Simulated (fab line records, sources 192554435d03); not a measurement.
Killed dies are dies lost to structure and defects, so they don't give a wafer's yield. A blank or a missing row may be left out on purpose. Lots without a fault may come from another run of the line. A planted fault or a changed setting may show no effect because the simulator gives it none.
Chamber matching | flow n5_finfet | N5_HKMG_FIN_ALD_75 on ald_hk-03: 4 sister chambers
The step deposits Al2O3, target thk 1 nm, co reactant pulse time 1 s. 14 wafers are shown with their chamber, then 7 later ones without.

WAFERS WITH THEIR CHAMBER
wafer  | chamber | heater_power_w (W) | precursor_pulse_height_rel
L074.1 | 3       | 149                | 0.971
L074.5 | 1       | 160                | 0.968
L074.6 | 2       | 149                | 1.003
L078.4 | 1       | 153                | 1.017
L078.5 | 2       | 159                | 0.992
L078.6 | 1       | 154                | 0.999
L086.1 | 3       | 144                | 0.997
L086.2 | 1       | 157                | 0.979
L086.3 | 2       | 154                | 1.011
L090.1 | 2       | 153                | 0.970
L090.2 | 3       | 142                | 0.975
L090.6 | 3       | 145                | 1.000
L091.2 | 0       | 135                | 1.007
L091.3 | 1       | 158                | 0.977

SIGNATURES (means of the wafers above)
reading                    | chamber 0 | chamber 1 | chamber 2 | chamber 3 | scatter within a chamber
heater_power_w             | 135.00    | 156.40    | 153.75    | 145.00    | 3.32
precursor_pulse_height_rel | 1.00700   | 0.98800   | 0.99400   | 0.98575   | 0.0178
Rule: a wafer's distance from a chamber is the root of the sum, over the readings, of the square of ((its reading less the chamber's mean) divided by the reading's scatter). The wafer belongs to the nearest chamber; if the next one is less than 2 further off, it can't be placed. The scatter: the root of (the sum of the squares of (reading less its chamber's mean) over the shown wafers, divided by (wafers less chambers)).

WAFERS WITHOUT THEIR CHAMBER
wafer  | heater_power_w (W) | precursor_pulse_height_rel
L091.4 | 149                | 0.982
L093.1 | 155                | 1.025
L093.5 | 136                | 1.024
L093.6 | 155                | 0.987
L095.1 | 157                | 1.002
L095.2 | 133                | 1.006
L095.4 | 150                | 1.043

WHICH CHAMBER EACH WENT THROUGH
wafer  | from the rows above               | in truth
L091.4 | can't be placed: 3 or 2 or 1      | 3
L093.1 | can't be placed: 2 or 1 or 3      | 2
L093.5 | 0                                 | 0
L093.6 | can't be placed: 1 or 2           | 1
L095.1 | can't be placed: 1 or 2           | 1
L095.2 | 0                                 | 0
L095.4 | can't be placed: 2 or 3 or 1 or 0 | 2
Placed correctly: 2 of 7. Can't be placed from these rows: 5 (the true chamber is among the candidates in 5). Placed wrongly: 0.
